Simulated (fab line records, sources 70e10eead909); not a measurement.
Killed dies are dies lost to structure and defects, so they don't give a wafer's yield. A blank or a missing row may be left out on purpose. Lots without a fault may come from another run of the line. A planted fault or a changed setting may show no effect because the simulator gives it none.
Problem report in the 8D (eight disciplines) form, filled by code | flow nand_harc | the parts of the form that need people (team, actions taken, sign-off) are left out

1. THE PROBLEM
raw_defect_count at NHARC_P_GATE_INSPECT_68 reads a mean of 1019 on 5 wafers of 3 lots; wafers without a fault read 212 with a standard deviation of 77. That is +10 standard deviations from the usual mean.
First seen on wafer L361.4, day 8 22:13, on defect_inspect-02. The record holds 36 wafers of 12 lots with a number at this step. Rule for "out", or "out of limits": more than 4 standard deviations from the usual mean. The other wafers with a number count as sound.

2. WHAT IT IS AND WHAT IT IS NOT
question                    | is                                     | is not
which readings at this step | raw_defect_count                       | -
which lots                  | L360, L361, L363                       | L352, L355, L356, L357, L359, L362, L369, L370, L371
which wafers of those lots  | L360.3, L360.6, L361.4, L363.4, L363.5 | L360.4, L361.2, L361.3, L363.3
read on which gauges        | defect_inspect-01, defect_inspect-02   | -
when                        | from day 8 22:13                       | up to then (17 sound wafers); but 14 sound wafers of L360, L362, L363, L369, L370, L371 came after

3. SUSPECTS, AND WHAT RULES EACH OUT
Counting: a tool at a process step up to the reading stays a suspect if it ran every lot that is out. Sound lots after the first of them don't rule it out here, since some wafers of a struck lot are sound.
- the gauge at NHARC_P_GATE_INSPECT_68: ruled out. The wafers that are out were read on 2 gauges (defect_inspect-01, defect_inspect-02).
- rie_diel-05 at NHARC_P_GATE_DESCUM_61 (chemistry O2, time 3 s): kept. It ran every lot that is out, first L361 (day 8 17:37); its last sound lot up to then is L357 (day 7 05:41).
- plasma_asher-01 at NHARC_P_GATE_STRIP_112 (strips in N2/H2, time 200 s): kept. It ran every lot that is out, first L361 (day 8 17:58); its last sound lot up to then is L357 (day 7 06:14).
- plasma_asher-01 at NHARC_P_GATE_STRIP_76 (strips in O2): kept. It ran every lot that is out, first L361 (day 8 18:14); its last sound lot up to then is L357 (day 7 06:26).
- Within plasma_asher-01 at NHARC_P_GATE_STRIP_112: the wafers that are out ran in chamber 1; their sound lot-mates ran in chamber 0.
- Within plasma_asher-01 at NHARC_P_GATE_STRIP_76: the wafers that are out ran in chamber 1; their sound lot-mates ran in chamber 0.
Left after counting: rie_diel-05 at NHARC_P_GATE_DESCUM_61, plasma_asher-01 at NHARC_P_GATE_STRIP_112, plasma_asher-01 at NHARC_P_GATE_STRIP_76.

4. THE CAUSE (what the simulator had put in)
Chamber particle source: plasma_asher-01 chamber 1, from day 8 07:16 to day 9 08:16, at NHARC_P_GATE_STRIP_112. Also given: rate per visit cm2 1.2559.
Counting left 3 suspects, and this tool is among them.

5. THE CHAIN OF EFFECTS, in route order
Each row: a reading whose mean over the struck wafers that have a number lies more than 3 standard deviations from the usual. Only readings for which the record gives a usual standard deviation are gone through. hours: the time from each lot's start at the first step in this table that gives one to its start at this step, as a median over the lots. sigmas: the change in usual standard deviations.
hours | step                    | reading             | usual | on struck wafers | change | sigmas
0     | NHARC_P_GATE_INSPECT_68 | raw_defect_count    | 212   | 1019             | +807   | +10
335   | NHARC_END_SORT_01       | killed_at_periphery | 3.1   | 99.4             | +96.3  | +44
335   | NHARC_END_SORT_01       | killed_dies         | 31    | 124              | +93    | +7.8
Later measuring or inspecting steps at which every struck wafer that the step has a row for has a number for every such reading, and none has moved that far: NHARC_P_CONTACT_OVL_MEAS_13.

6. WHAT WOULD HAVE CAUGHT IT SOONER
In this record the first reading out of limits at a measuring or inspecting step was taken at day 8 22:13, 15 hours after the fault began at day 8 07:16.
Of the tool readings at NHARC_P_GATE_STRIP_112 for which the record gives a usual standard deviation, none was out on any struck wafer, so an alarm limit of 4 standard deviations on them would not have fired.
Of the lots that are out (3), L363 began NHARC_P_GATE_STRIP_112 on plasma_asher-01 after day 8 22:13. A hold on the tool at that time would have spared it.
